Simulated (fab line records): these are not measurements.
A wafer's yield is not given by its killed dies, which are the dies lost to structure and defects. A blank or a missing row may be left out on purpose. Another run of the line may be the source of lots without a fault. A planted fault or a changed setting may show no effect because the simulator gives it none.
fab line records	flow n5_finfet
record: lots: 13	wafers: 34	last_day: 17
route steps=1938 shown DUMMY_REMOVAL@381 HKMG_FIN@398 PASSIVATION@1936
lots untouched by any fault: they come from a run of this same line in which no faults occurred
start_h: hours from the record's opening day to when the first of the lot's shown wafers began	wait_h: hours since the lot's step before	" same as the row above	L1.1+2: one row covering several wafers at once	- no value, or no start given	* or withheld: withheld	< > ~ a bound
route shown NAME@n: NAME is a module with steps in the file, n the number in the route of the first one	usual: mean/standard deviation of fault-free wafers	same: alike in all rows	chamber/n: place in a boat	sites: the reading at each site	_std_site: the standard deviation of these	_edge_site: the outer-site mean with the inner-site mean subtracted	radius_mm: how far each site lies from the wafer's centre	mask NAME#n: copy n	behind: tool/chamber where the wafer was last shaped	hold: cause of the lot's hold/its duration in hours/its outcome	device: names the non-switching transistor (n, p or np)	end of line: at the end of the route, the tests of the same wafers	step lacking rows: just its recipe	killed: not the wafer's yield, but the dies lost to structure and defects at the first sort	map: shows each die of a wafer: x if killed, . if not, _ if none is there
set.NAME: the setting that was run; set.NAME@STEP: the one run at that earlier step	model.NAME: the simulator's own value behind a step, which no gauge read
route steps across a sampled set of lots; one table per step, one row per wafer
services: when a tool's chamber went out of use (start_h, in hours from the record's first day, below 0 if earlier), for how many hours, and the reason
== steps ==
step: N5_DUMMY_REMOVAL_INSPECT_06
recipe: inspect_instrument: brightfield	mode: aei
usual: raw_defect_count: 13/6.8
lot.wafer	tool	chamber	start_h	wait_h	raw_defect_count
L153.2	defect_inspect-02	-	69.73	0.0	11
L153.4	"	-	"	"	12
L153.5	"	-	"	"	8
L154.1	defect_inspect-01	-	78.35	0.0	15
L154.3	"	-	"	"	14
L154.6	"	-	"	"	6
L157.2	defect_inspect-01	-	96.56	0.0	7
L157.3	"	-	"	"	13
L157.5	"	-	"	"	16
L159.2	defect_inspect-01	-	105.14	0.0	13
L159.3	"	-	"	"	8
L159.6	"	-	"	"	8
L161.1	defect_inspect-01	-	118.66	0.0	24
L161.2	"	-	"	"	16
L162.1	defect_inspect-01	-	125.18	0.0	13
L162.3	"	-	"	"	9
L162.6	"	-	"	"	22
L164.5	defect_inspect-01	-	138.05	0.0	9
L164.6	"	-	"	"	8
L166.2	defect_inspect-01	-	150.65	0.0	9
L166.6	"	-	"	"	12
L171.1	defect_inspect-02	-	180.99	0.0	6
L171.2	"	-	"	"	18
L171.6	"	-	"	"	7
L172.3	defect_inspect-01	-	184.55	0.0	19
L172.4	"	-	"	"	27
L174.2	defect_inspect-02	-	197.67	0.0	8
L174.3	"	-	"	"	3
L174.5	"	-	"	"	13
L175.1	defect_inspect-02	-	201.54	0.0	3
L175.5	"	-	"	"	9
L176.2	defect_inspect-01	-	209.95	0.0	13
L176.3	"	-	"	"	11
L176.6	"	-	"	"	4
step: N5_HKMG_FIN_CD_MEAS_49
recipe: target_cd_nm: 202	landing_energy_ev: 500	detector: se_inlens	polarity: opening
usual: cd_nm: 202.0/0.78
lot.wafer	tool	chamber	start_h	wait_h	cd_nm
L153.2	cd_sem-01	0	71.03	-	201.6
L153.4	"	0	"	"	201.5
L153.5	"	0	"	"	202.2
L154.1	cd_sem-02	0	79.70	-	201.5
L154.3	"	0	"	"	201.7
L154.6	"	0	"	"	202.3
L157.2	cd_sem-03	0	97.88	-	200.4
L157.3	"	0	"	"	201.0
L157.5	"	0	"	"	201.6
L159.2	cd_sem-01	0	106.59	-	202.2
L159.3	"	0	"	"	202.1
L159.6	"	0	"	"	202.5
L161.1	cd_sem-02	0	120.03	-	201.7
L161.2	"	0	"	"	202.4
L162.1	cd_sem-01	0	126.60	-	202.3
L162.3	"	0	"	"	201.5
L162.6	"	0	"	"	201.4
L164.5	cd_sem-03	0	139.22	-	202.6
L164.6	"	0	"	"	202.6
L166.2	cd_sem-01	0	151.87	-	201.5
L166.6	"	0	"	"	199.6
L171.1	cd_sem-02	0	182.49	-	201.7
L171.2	"	0	"	"	201.8
L171.6	"	0	"	"	201.6
L172.3	cd_sem-03	0	185.85	-	202.2
L172.4	"	0	"	"	202.9
L174.2	cd_sem-01	0	198.98	-	201.3
L174.3	"	0	"	"	200.7
L174.5	"	0	"	"	201.9
L175.1	cd_sem-02	0	202.84	-	202.6
L175.5	"	0	"	"	202.4
L176.2	cd_sem-03	0	211.25	-	202.9
L176.3	"	0	"	"	202.4
L176.6	"	0	"	"	202.6
step: N5_HKMG_FIN_STRIP_57
recipe: chemistry: CF4	resist: SiARC	power_w: 300	bias_power_w: 75	pressure_mtorr: 50	cf4_flow_sccm: 150	rf_frequency_hz: 6e+07
usual: drypump_motor_current_A: 5.7/0.4	oes_product_au: 0.80/0.08	rf_vpp_V: 271.3/1.5	showerhead_plenum_p_Torr: 1.80/0.052	throttle_valve_pct: 13.56/0.29
lot.wafer	tool	chamber	start_h	wait_h	drypump_motor_current_A	oes_product_au	rf_hours_counter_h	rf_vpp_V	showerhead_plenum_p_Torr	throttle_valve_pct
L153.2	rie_diel-03	0	71.40	0.0	5.5	0.69	213	268.2	1.70	13.52
L153.4	"	3	"	"	5.6	0.86	-	274.3	1.89	13.49
L153.5	"	1	"	"	6.7	0.69	-	271.8	1.78	13.95
L154.1	rie_diel-05	3	80.38	0.0	5.6	0.74	156	272.0	1.79	13.61
L154.3	"	3	"	"	5.6	0.74	-	271.1	1.79	13.60
L154.6	"	3	"	"	5.6	0.75	-	271.7	1.79	13.59
L157.2	rie_diel-03	0	98.33	0.0	5.5	0.69	224	268.7	1.70	13.53
L157.3	"	2	"	"	5.9	0.92	7	271.2	1.77	13.36
L157.5	"	3	"	"	5.6	0.84	-	273.0	1.89	13.51
L159.2	rie_diel-03	3	106.97	0.0	5.6	0.84	74	273.9	1.89	13.52
L159.3	"	0	"	"	5.5	0.68	227	268.2	1.70	13.54
L159.6	"	1	"	"	6.8	0.96	-	271.7	1.78	13.39
L161.1	rie_diel-01	3	120.58	0.0	5.2	0.86	30	270.4	1.74	13.42
L161.2	"	0	"	"	5.1	0.84	48	268.8	1.77	13.27
L162.1	rie_diel-05	3	126.97	0.0	5.6	0.73	171	272.4	1.79	13.65
L162.3	"	2	"	"	6.2	0.71	204	272.3	1.83	13.72
L162.6	"	2	"	"	6.2	0.70	-	271.8	1.83	13.73
L164.5	rie_diel-05	0	140.06	0.0	5.5	0.83	-	273.4	1.88	13.14
L164.6	"	3	"	"	5.6	0.73	-	270.2	1.79	13.66
L166.2	rie_diel-05	2	152.24	0.0	6.2	0.70	216	272.3	1.83	13.74
L166.6	"	0	"	"	5.6	0.82	-	273.9	1.88	13.12
L171.1	rie_diel-03	1	182.92	0.0	6.8	0.89	27	271.1	1.78	13.47
L171.2	"	0	"	"	5.5	0.67	247	269.4	1.70	13.57
L171.6	"	3	"	"	5.7	0.82	-	272.3	1.88	13.58
L172.3	rie_diel-01	0	186.22	0.0	5.1	0.80	74	269.8	1.76	13.33
L172.4	"	2	"	"	5.7	0.69	230	270.4	1.77	14.07
L174.2	rie_diel-03	3	199.39	0.0	5.7	0.81	104	271.8	1.88	13.56
L174.3	"	1	"	"	6.7	0.89	33	270.4	1.77	13.46
L174.5	"	2	"	"	5.9	0.85	-	270.3	1.76	13.44
L175.1	rie_diel-05	2	203.21	0.0	6.2	0.69	233	271.9	1.82	13.79
L175.5	"	1	"	"	5.5	0.72	-	270.9	1.79	14.14
L176.2	rie_diel-01	1	211.65	0.0	5.6	0.86	44	270.5	1.82	13.20
L176.3	"	0	"	"	5.1	0.79	83	270.0	1.76	13.34
L176.6	"	3	"	"	5.2	0.81	-	269.6	1.73	13.50
step: N5_HKMG_FIN_PWFM_ALD_03
recipe: material: TiN	target_thk_a: 20	temp_c: 400	ald_precursor_family: TiCl4	ald_co_reactant: NH3	pulse_time_s: 1	purge_time_s: 3	co_reactant_purge_time_s: 2	co_reactant_pulse_time_s: 2	ald_cycles: 91	pressure_torr: 3
usual: ald_cycles: 91/0	heater_power_w: 879/62	precursor_pulse_height_rel: 1.001/0.019	susceptor_temp_C: 399.97/0.24
lot.wafer	tool	chamber	start_h	wait_h	ald_cycles	heater_power_w	precursor_pulse_height_rel	susceptor_temp_C
L153.2	ald_metal-01	3	73.74	0.0	91	881	0.998	399.74
L153.4	"	1	"	"	91	886	1.008	400.29
L153.5	"	1	"	"	91	891	1.011	400.20
L154.1	ald_metal-02	2	83.20	0.0	91	791	1.008	400.28
L154.3	"	0	"	"	91	839	0.986	400.08
L154.6	"	0	"	"	91	843	1.017	399.63
L157.2	ald_metal-03	1	100.50	0.0	91	837	1.020	399.99
L157.3	"	2	"	"	91	898	0.977	400.20
L157.5	"	0	"	"	91	1021	0.975	400.31
L159.2	ald_metal-02	1	109.15	0.0	91	862	0.966	399.79
L159.3	"	0	"	"	91	846	0.965	400.33
L159.6	"	0	"	"	91	837	1.025	400.36
L161.1	ald_metal-03	0	122.77	0.0	91	1023	1.014	400.02
L161.2	"	2	"	"	91	923	1.008	399.89
L162.1	ald_metal-03	1	129.17	0.0	91	808	0.997	399.68
L162.3	"	0	"	"	91	987	0.992	400.14
L162.6	"	1	"	"	40	823	1.005	-
L164.5	ald_metal-03	2	142.44	0.3	91	914	0.988	399.82
L164.6	"	1	"	"	40	808	1.003	-
L166.2	ald_metal-03	1	154.40	0.0	40	797	0.992	-
L166.6	"	2	"	"	40	911	0.998	-
L171.1	ald_metal-02	3	185.16	0.0	91	874	1.021	399.81
L171.2	"	1	"	"	91	845	0.996	399.83
L171.6	"	1	"	"	91	849	0.963	399.82
L172.3	ald_metal-02	1	188.54	0.0	91	865	0.995	400.54
L172.4	"	2	"	"	91	819	1.044	400.09
L174.2	ald_metal-02	0	201.63	0.0	91	859	1.006	400.01
L174.3	"	1	"	"	91	843	0.984	399.75
L174.5	"	2	"	"	91	806	0.995	400.17
L175.1	ald_metal-03	3	205.40	0.0	91	952	1.020	399.78
L175.5	"	0	"	"	91	1005	1.003	399.91
L176.2	ald_metal-01	1	214.05	0.0	91	873	1.020	399.69
L176.3	"	3	"	"	91	899	1.022	400.12
L176.6	"	0	"	"	91	910	0.989	399.95
step: N5_PASSIVATION_PROBE_49
usual: killed_at_M0_to_M3: 32/9.7	killed_at_M4_up: 14/5.3	killed_at_contacts: 11/6	killed_at_front_end: 39/14	killed_at_other: 3.3/2.7	killed_dies: 100/17	killed_open: 66/13	killed_short: 32/7.4
same: gross_dies: 1180	killed_at_back_side: 0
lot.wafer	tool	chamber	start_h	wait_h	killed_at_M0_to_M3	killed_at_M4_up	killed_at_contacts	killed_at_front_end	killed_at_other	killed_dies	killed_open	killed_short
L154.1	prober-02	-	277.72	0.0	31	14	4	30	2	81	54	26
L154.3	prober-02	-	277.82	0.1	52	5	17	26	3	103	67	36
L154.6	prober-02	-	277.97	0.3	29	13	9	27	2	80	56	24
L153.2	prober-02	-	283.46	0.1	34	18	9	28	5	94	63	31
L153.4	prober-02	-	283.56	0.2	30	10	7	13	7	67	42	25
L153.5	prober-02	-	283.61	0.2	45	13	2	31	4	95	59	36
L157.2	prober-02	-	288.02	0.1	43	15	11	50	2	121	77	42
L157.3	prober-02	-	288.07	0.1	44	14	7	42	4	111	68	40
L157.5	prober-02	-	288.17	0.2	33	10	7	56	1	107	70	36
L159.2	prober-02	-	305.18	0.1	46	16	13	18	5	98	66	32
L159.3	prober-02	-	305.23	0.1	39	27	17	23	3	109	76	32
L159.6	prober-02	-	305.38	0.3	17	14	11	32	4	78	57	20
L161.1	prober-02	-	311.33	0.0	27	17	19	17	2	82	51	30
L161.2	prober-02	-	311.38	0.1	26	14	2	55	3	100	64	29
L162.1	prober-02	-	322.81	0.0	25	14	23	41	2	105	73	31
L162.3	prober-02	-	322.91	0.1	30	10	28	21	0	89	56	32
L162.6	prober-02	-	323.06	0.3	59	18	18	20	3	118	90	27
L166.2	prober-01	-	337.44	0.1	34	10	18	35	1	98	58	39
L166.6	prober-01	-	337.64	0.3	25	19	15	23	4	86	57	29
L164.5	prober-01	-	341.71	0.2	34	15	10	38	5	102	65	37
L164.6	prober-01	-	341.76	0.3	36	14	14	31	3	98	60	35
L172.3	prober-02	-	377.55	0.1	26	7	30	46	0	109	79	29
L172.4	prober-02	-	377.60	0.2	24	10	21	67	2	124	80	42
L171.1	prober-01	-	382.38	0.0	29	16	17	49	2	113	82	30
L171.2	prober-01	-	382.43	0.1	25	11	14	82	1	133	83	50
L171.6	prober-01	-	382.63	0.3	47	13	12	36	4	112	82	28
L174.2	prober-02	-	392.33	0.1	52	25	2	28	1	108	70	35
L174.3	prober-02	-	392.38	0.1	39	15	2	41	0	97	61	28
L174.5	prober-02	-	392.48	0.2	40	21	8	55	1	125	80	36
L175.1	prober-01	-	398.41	0.0	16	13	18	45	3	95	62	29
L175.5	prober-01	-	398.61	0.2	51	22	8	63	5	149	96	52
L176.2	prober-01	-	403.01	0.1	21	7	11	41	0	80	61	16
L176.3	prober-01	-	403.06	0.1	15	11	7	46	5	84	50	34
L176.6	prober-01	-	403.21	0.3	24	22	13	27	8	94	64	30
killed by level:class
L154.1 FIN_SAQP:geometric_particle:open=12 BEOL_M2:geometric_particle:open=11 BEOL_M1:geometric_particle:open=5 MOL_CONTACT_COAG:geometric_particle:open=4 BEOL_M0_SAQP:geometric_particle:open=4 BEOL_M0_SAQP:geometric_particle:short=4 BEOL_M5:geometric_particle:short=4 BEOL_M8:geometric_particle:open=4
L154.3 MOL_CONTACT_COAG:geometric_particle:open=14 BEOL_M0_SAQP:geometric_particle:short=11 BEOL_M0_SAQP:geometric_particle:open=11 BEOL_M2:geometric_particle:open=11 FIN_SAQP:geometric_particle:open=9 FIN_SAQP:geometric_particle:short=7 BEOL_M1:geometric_particle:open=7 BEOL_M2:geometric_particle:short=5
L154.6 MOL_CONTACT_COAG:geometric_particle:open=9 BEOL_M0_SAQP:geometric_particle:short=9 FIN_SAQP:geometric_particle:open=7 BEOL_M2:geometric_particle:open=7 BEOL_M0_SAQP:geometric_particle:open=5 BEOL_M8:geometric_particle:open=5 STARTING-WAFER:geometric_particle:open=5 BEOL_M1:geometric_particle:open=4
L153.2 BEOL_M2:geometric_particle:open=13 MOL_CONTACT_COAG:geometric_particle:open=9 FIN_SAQP:geometric_particle:short=8 BEOL_M4:geometric_particle:open=8 BEOL_M1:geometric_particle:open=7 FIN_SAQP:geometric_particle:open=6 GATE_CUT:geometric_particle:short=5 BEOL_M0_SAQP:geometric_particle:short=5
L153.4 BEOL_M3:geometric_particle:open=8 MOL_CONTACT_COAG:geometric_particle:open=6 BEOL_M0_SAQP:geometric_particle:open=6 BEOL_M0_SAQP:geometric_particle:short=5 FIN_SAQP:geometric_particle:short=4 BEOL_M2:geometric_particle:open=4 BEOL_M3:geometric_particle:short=4 MIM_TOP_ETCH:geometric_particle:open=3
L153.5 BEOL_M3:geometric_particle:open=11 FIN_SAQP:geometric_particle:short=10 BEOL_M0_SAQP:geometric_particle:open=9 BEOL_M0_SAQP:geometric_particle:short=9 BEOL_M2:geometric_particle:open=9 FIN_SAQP:geometric_particle:open=6 GATE_CUT:geometric_particle:short=4 BEOL_M1:geometric_particle:open=4
L157.2 FIN_SAQP:geometric_particle:short=16 BEOL_M0_SAQP:geometric_particle:open=12 DUMMY_GATE:geometric_particle:open=8 MOL_CONTACT_COAG:geometric_particle:open=8 STI_FIN_REVEAL:geometric_particle:open=7 BEOL_M0_SAQP:geometric_particle:short=7 BEOL_M1:geometric_particle:open=7 FIN_SAQP:geometric_particle:open=6
L157.3 BEOL_M0_SAQP:geometric_particle:open=11 FIN_SAQP:geometric_particle:short=9 BEOL_M0_SAQP:geometric_particle:short=8 BEOL_M4:geometric_particle:open=7 GATE_CUT:geometric_particle:short=7 FIN_SAQP:geometric_particle:open=6 BEOL_M2:geometric_particle:open=6 BEOL_M3:geometric_particle:short=6
L157.5 STI_FIN_REVEAL:geometric_particle:open=23 BEOL_M0_SAQP:geometric_particle:open=10 FIN_SAQP:geometric_particle:short=8 BEOL_M0_SAQP:geometric_particle:short=6 GATE_CUT:geometric_particle:short=5 MOL_CONTACT_COAG:geometric_particle:open=5 BEOL_M3:geometric_particle:open=5 DUMMY_GATE:geometric_particle:open=4
L159.2 MOL_CONTACT_COAG:geometric_particle:open=11 BEOL_M2:geometric_particle:open=10 BEOL_M0_SAQP:geometric_particle:open=9 BEOL_M1:geometric_particle:open=9 STI_FIN_REVEAL:geometric_particle:open=7 BEOL_M1:geometric_particle:short=5 BEOL_M3:geometric_particle:short=4 BEOL_M3:geometric_particle:open=4
L159.3 MOL_CONTACT_COAG:geometric_particle:open=14 BEOL_M3:geometric_particle:open=13 BEOL_M4:geometric_particle:open=10 BEOL_M1:geometric_particle:open=9 STI_FIN_REVEAL:geometric_particle:open=8 BEOL_M5:geometric_particle:short=5 STARTING-WAFER:geometric_particle:short=5 BEOL_M3:geometric_particle:short=4
L159.6 STI_FIN_REVEAL:geometric_particle:open=11 MOL_CONTACT_COAG:geometric_particle:open=10 BEOL_M3:geometric_particle:open=6 FIN_SAQP:geometric_particle:open=5 BEOL_M4:geometric_particle:open=5 GATE_CUT:geometric_particle:short=4 BEOL_M2:geometric_particle:open=4 GATE_CUT:geometric_particle:open=3
L161.1 MOL_CONTACT_COAG:geometric_particle:short=10 MOL_CONTACT_COAG:geometric_particle:open=9 BEOL_M2:geometric_particle:open=6 BEOL_M4:geometric_particle:open=6 BEOL_M1:geometric_particle:open=5 BEOL_M3:geometric_particle:open=5 BEOL_M0_SAQP:geometric_particle:open=4 BEOL_M0_SAQP:geometric_particle:short=4
L161.2 STI_FIN_REVEAL:geometric_particle:open=30 STI_FIN_REVEAL:geometric_particle:short=5 BEOL_M0_SAQP:geometric_particle:short=5 DUMMY_GATE:geometric_particle:short=4 BEOL_M4:geometric_particle:open=4 BEOL_M11:geometric_particle:open=4 HKMG_FIN:area_etch=4 FIN_SAQP:geometric_particle:short=3
L162.1 MOL_CONTACT_COAG:geometric_particle:open=19 STI_FIN_REVEAL:geometric_particle:open=14 BEOL_M2:geometric_particle:open=7 BEOL_M4:geometric_particle:short=7 BEOL_M3:geometric_particle:open=6 FIN_SAQP:geometric_particle:short=5 FIN_SAQP:geometric_particle:open=4 GATE_CUT:geometric_particle:short=4
L162.3 MOL_CONTACT_COAG:geometric_particle:open=22 BEOL_M0_SAQP:geometric_particle:short=9 BEOL_M0_SAQP:geometric_particle:open=7 FIN_SAQP:geometric_particle:short=6 MOL_CONTACT_COAG:geometric_particle:short=6 BEOL_M3:geometric_particle:open=6 BEOL_M2:geometric_particle:open=5 STI_FIN_REVEAL:geometric_particle:open=3
L162.6 MOL_CONTACT_COAG:geometric_particle:open=16 BEOL_M3:geometric_particle:open=14 BEOL_M2:geometric_particle:open=13 BEOL_M0_SAQP:geometric_particle:open=12 BEOL_M4:geometric_particle:open=9 STI_FIN_REVEAL:geometric_particle:open=8 BEOL_M0_SAQP:geometric_particle:short=7 BEOL_M0:geometric_particle:open=6
L166.2 MOL_CONTACT_COAG:geometric_particle:open=14 BEOL_M0_SAQP:geometric_particle:open=13 BEOL_M0_SAQP:geometric_particle:short=11 STI_FIN_REVEAL:geometric_particle:open=8 FIN_SAQP:geometric_particle:short=7 FIN_SAQP:geometric_particle:open=6 BEOL_M4:geometric_particle:open=5 GATE_CUT:geometric_particle:short=4
L166.6 MOL_CONTACT_COAG:geometric_particle:open=14 BEOL_M4:geometric_particle:open=10 BEOL_M0_SAQP:geometric_particle:short=8 BEOL_M0_SAQP:geometric_particle:open=6 FIN_SAQP:geometric_particle:short=4 FIN_SAQP:geometric_particle:open=4 GATE_CUT:geometric_particle:short=4 BEOL_M3:geometric_particle:open=4
L164.5 FIN_SAQP:geometric_particle:short=10 MOL_CONTACT_COAG:geometric_particle:open=10 BEOL_M4:geometric_particle:open=8 STI_FIN_REVEAL:geometric_particle:open=7 FIN_SAQP:geometric_particle:open=6 BEOL_M2:geometric_particle:open=6 BEOL_M3:geometric_particle:open=6 GATE_CUT:geometric_particle:short=5
L164.6 FIN_SAQP:geometric_particle:open=11 MOL_CONTACT_COAG:geometric_particle:open=11 BEOL_M0_SAQP:geometric_particle:short=9 BEOL_M2:geometric_particle:open=7 BEOL_M4:geometric_particle:open=7 FIN_SAQP:geometric_particle:short=6 BEOL_M1:geometric_particle:open=5 MOL_CONTACT_COAG:geometric_particle:short=3
L172.3 MOL_CONTACT_COAG:geometric_particle:open=28 FIN_SAQP:geometric_particle:open=10 FIN_SAQP:geometric_particle:short=9 BEOL_M0_SAQP:geometric_particle:open=8 STI_FIN_REVEAL:geometric_particle:open=7 BEOL_M1:geometric_particle:short=7 STARTING-WAFER:geometric_particle:open=7 BEOL_M0_SAQP:geometric_particle:short=4
L172.4 STI_FIN_REVEAL:geometric_particle:open=18 MOL_CONTACT_COAG:geometric_particle:open=16 FIN_SAQP:geometric_particle:open=15 FIN_SAQP:geometric_particle:short=12 MOL_CONTACT_COAG:geometric_particle:short=5 BEOL_M1:geometric_particle:short=5 BEOL_M2:geometric_particle:open=5 DUMMY_GATE:geometric_particle:open=4
L171.1 STI_FIN_REVEAL:geometric_particle:open=14 MOL_CONTACT_COAG:geometric_particle:open=13 BEOL_M3:geometric_particle:open=12 FIN_SAQP:geometric_particle:open=10 STI_FIN_REVEAL:geometric_particle:short=6 BEOL_M0_SAQP:geometric_particle:open=6 MOL_CONTACT_COAG:geometric_particle:short=4 FIN_SAQP:geometric_particle:short=3
L171.2 STI_FIN_REVEAL:geometric_particle:open=24 FIN_SAQP:geometric_particle:open=16 FIN_SAQP:geometric_particle:short=16 MOL_CONTACT_COAG:geometric_particle:open=10 BEOL_M3:geometric_particle:open=7 STI_FIN_REVEAL:geometric_particle:short=6 ILD0:geometric_particle:short=6 BEOL_M0_SAQP:geometric_particle:short=5
L171.6 BEOL_M0_SAQP:geometric_particle:open=20 MOL_CONTACT_COAG:geometric_particle:open=11 BEOL_M0_SAQP:geometric_particle:short=11 STI_FIN_REVEAL:geometric_particle:open=9 FIN_SAQP:geometric_particle:open=8 FIN_SAQP:geometric_particle:short=7 BEOL_M3:geometric_particle:open=6 BEOL_M1:geometric_particle:open=4
L174.2 BEOL_M0_SAQP:geometric_particle:open=19 BEOL_M0_SAQP:geometric_particle:short=13 BEOL_M3:geometric_particle:open=9 FIN_SAQP:geometric_particle:open=8 BEOL_M4:geometric_particle:open=8 BEOL_M1:geometric_particle:open=6 FIN_SAQP:geometric_particle:short=5 BEOL_M5:geometric_particle:short=4
L174.3 BEOL_M0_SAQP:geometric_particle:open=15 FIN_SAQP:geometric_particle:open=12 BEOL_M0_SAQP:geometric_particle:short=10 BEOL_M4:geometric_particle:open=10 FIN_SAQP:geometric_particle:short=8 HKMG_FIN:area_etch=7 BEOL_M1:geometric_particle:open=6 BEOL_M3:geometric_particle:open=4
L174.5 FIN_SAQP:geometric_particle:short=10 FIN_SAQP:geometric_particle:open=10 BEOL_M0_SAQP:geometric_particle:open=10 BEOL_M3:geometric_particle:open=10 HKMG_FIN:area_etch=8 BEOL_M1:geometric_particle:open=7 MOL_CONTACT_COAG:geometric_particle:open=6 BEOL_M4:geometric_particle:open=5
L175.1 MOL_CONTACT_COAG:geometric_particle:open=13 FIN_SAQP:geometric_particle:open=8 STI_FIN_REVEAL:geometric_particle:open=7 BEOL_M3:geometric_particle:open=6 ILD0:geometric_particle:open=5 GATE_CUT:geometric_particle:short=5 MOL_CONTACT_COAG:geometric_particle:short=5 BEOL_M4:geometric_particle:open=5
L175.5 STI_FIN_REVEAL:geometric_particle:open=23 BEOL_M0_SAQP:geometric_particle:open=10 BEOL_M2:geometric_particle:open=10 BEOL_M0_SAQP:geometric_particle:short=8 BEOL_M3:geometric_particle:open=8 GATE_CUT:geometric_particle:short=7 MOL_CONTACT_COAG:geometric_particle:open=7 BEOL_M4:geometric_particle:open=7
L176.2 STI_FIN_REVEAL:geometric_particle:open=13 MOL_CONTACT_COAG:geometric_particle:open=8 FIN_SAQP:geometric_particle:open=7 BEOL_M0_SAQP:geometric_particle:open=7 STARTING-WAFER:geometric_particle:open=6 GATE_CUT:geometric_particle:short=4 BEOL_M0_SAQP:geometric_particle:short=4 BEOL_M3:geometric_particle:open=4
L176.3 STI_FIN_REVEAL:geometric_particle:open=10 GATE_CUT:geometric_particle:short=7 GATE_CUT:geometric_particle:open=6 MOL_CONTACT_COAG:geometric_particle:open=6 FIN_SAQP:geometric_particle:short=5 FIN_SAQP:geometric_particle:open=5 STI_FIN_REVEAL:geometric_particle:short=4 BEOL_M3:geometric_particle:open=4
L176.6 MOL_CONTACT_COAG:geometric_particle:open=11 STI_FIN_REVEAL:geometric_particle:open=8 BEOL_M0_SAQP:geometric_particle:open=7 BEOL_M4:geometric_particle:open=7 BEOL_M5:geometric_particle:open=5 GATE_CUT:geometric_particle:short=4 BEOL_M1:geometric_particle:open=4 PASS1_CAP:geometric_particle:short=4
== services ==
tool	chamber	start_h	hours	kind
rie_diel-03	2	57.20	-	clean
rie_diel-03	2	57.20	-	consumable_replace:focus_ring
rie_diel-03	2	57.20	22.6	scheduled_down
rie_diel-03	2	57.20	22.6	vent_cycle
rie_diel-05	0	77.23	7.1	repair
rie_diel-03	1	79.92	-	clean
rie_diel-03	1	79.92	-	consumable_replace:focus_ring
rie_diel-03	1	79.92	18.9	scheduled_down
rie_diel-03	1	79.92	18.9	vent_cycle
rie_diel-01	1	94.09	2.9	repair
rie_diel-05	0	122.16	10.0	repair
rie_diel-03	-	128.90	15.6	pm
ald_metal-03	0	141.07	13.3	repair
ald_metal-03	2	157.12	6.8	repair
rie_diel-03	0	168.28	7.7	repair
ald_metal-03	1	177.29	10.4	repair
rie_diel-01	-	178.16	0.7	repair
rie_diel-03	0	190.42	-	clean
rie_diel-03	0	190.42	-	consumable_replace:esc
rie_diel-03	0	190.42	-	consumable_replace:focus_ring
rie_diel-03	0	190.42	-	consumable_replace:showerhead
rie_diel-03	0	190.42	35.4	scheduled_down
rie_diel-03	0	190.42	35.4	vent_cycle
rie_diel-05	1	213.01	3.8	repair
== key ==
first_sign: step: N5_HKMG_FIN_PWFM_ALD_03	reading: ald_cycles	direction: down	sigmas: 99+	usual: *	struck: *
effect none on later readings
met_at N5_HKMG_FIN_PWFM_ALD_03
struck_lots L162,L164,L166
struck_wafers L162.6,L164.6,L166.2,L166.6
tester_left_out L162,L164,L166
not_acting_at N5_DUMMY_REMOVAL_INSPECT_06,N5_HKMG_FIN_CD_MEAS_49,N5_HKMG_FIN_STRIP_57
onset_between 122.77 129.17
fault: kind: process_parameter_drift	tool: ald_metal-03	chamber: -	onset_h: 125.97	steps: N5_HKMG_FIN_PWFM_ALD_03	channel: ald_cycles	offset: *	shape: step	end_h: 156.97	scope: struck_wafers_only	acts_in: *	stated: *
tester_left_out: of these lots the tester's yield and bins aren't shown, on N5 and GAA mostly nor the transistor test; their killed dies are dies lost to structure and defects alone, not to doping, threshold or leakage, so they don't give the yield
